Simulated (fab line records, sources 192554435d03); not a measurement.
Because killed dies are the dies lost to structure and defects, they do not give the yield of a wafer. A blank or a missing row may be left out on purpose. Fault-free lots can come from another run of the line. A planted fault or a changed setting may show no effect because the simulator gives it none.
Chamber matching :: flow n5-finfet :: 4 sister chambers for N5_BEOL_M0_SAQP_ETCH_102 on rie-si-06
The step etches SiO2 in CF4, target depth 4 nm, time 4.4 s. 4 wafers are shown with their chamber, then 10 later ones without.

== WAFERS WITH THEIR CHAMBER ==
wafer: L083.2
chamber: 0
throttle-valve-pct (%): 21.88

wafer: L089.2
chamber: 2
throttle-valve-pct (%): 21.37

wafer: L089.3
chamber: 3
throttle-valve-pct (%): 21.78

wafer: L090.5
chamber: 1
throttle-valve-pct (%): 21.67

== WAFERS WITH NO CHAMBER GIVEN ==
wafer: L090.6
throttle-valve-pct (%): 21.86

wafer: L092.1
throttle-valve-pct (%): 21.36

wafer: L092.2
throttle-valve-pct (%): 21.66

wafer: L092.5
throttle-valve-pct (%): 21.87

wafer: L095.4
throttle-valve-pct (%): 21.38

wafer: L095.5
throttle-valve-pct (%): 21.35

wafer: L095.6
throttle-valve-pct (%): 21.77

wafer: L097.3
throttle-valve-pct (%): 21.89

wafer: L097.4
throttle-valve-pct (%): 21.65

wafer: L097.5
throttle-valve-pct (%): 21.88

== WHICH CHAMBER EACH ONE RAN IN ==
wafer: L090.6
from the rows above: 0
in truth: 0

wafer: L092.1
from the rows above: 2
in truth: 2

wafer: L092.2
from the rows above: 1
in truth: 1

wafer: L092.5
from the rows above: 0
in truth: 0

wafer: L095.4
from the rows above: 2
in truth: 2

wafer: L095.5
from the rows above: 2
in truth: 2

wafer: L095.6
from the rows above: 3
in truth: 3

wafer: L097.3
from the rows above: 0
in truth: 0

wafer: L097.4
from the rows above: 1
in truth: 1

wafer: L097.5
from the rows above: 0
in truth: 0
Correctly placed: 10 of 10. Not placeable from these rows: 0. 0 placed wrongly.
How it was worked out, from the rows above alone: a wafer's distance from a chamber is the root of the sum, over the readings, of the square of ((its reading less the chamber's mean) divided by the reading's scatter). If the next closest chamber is less than 2 further off than the closest, the wafer can't be placed; otherwise it belongs to the closest. For every chamber, the mean is computed from those of its wafers that are shown. The scatter: root of mean squared gap, hidden wafer to nearest shown wafer, with one shown wafer a chamber.
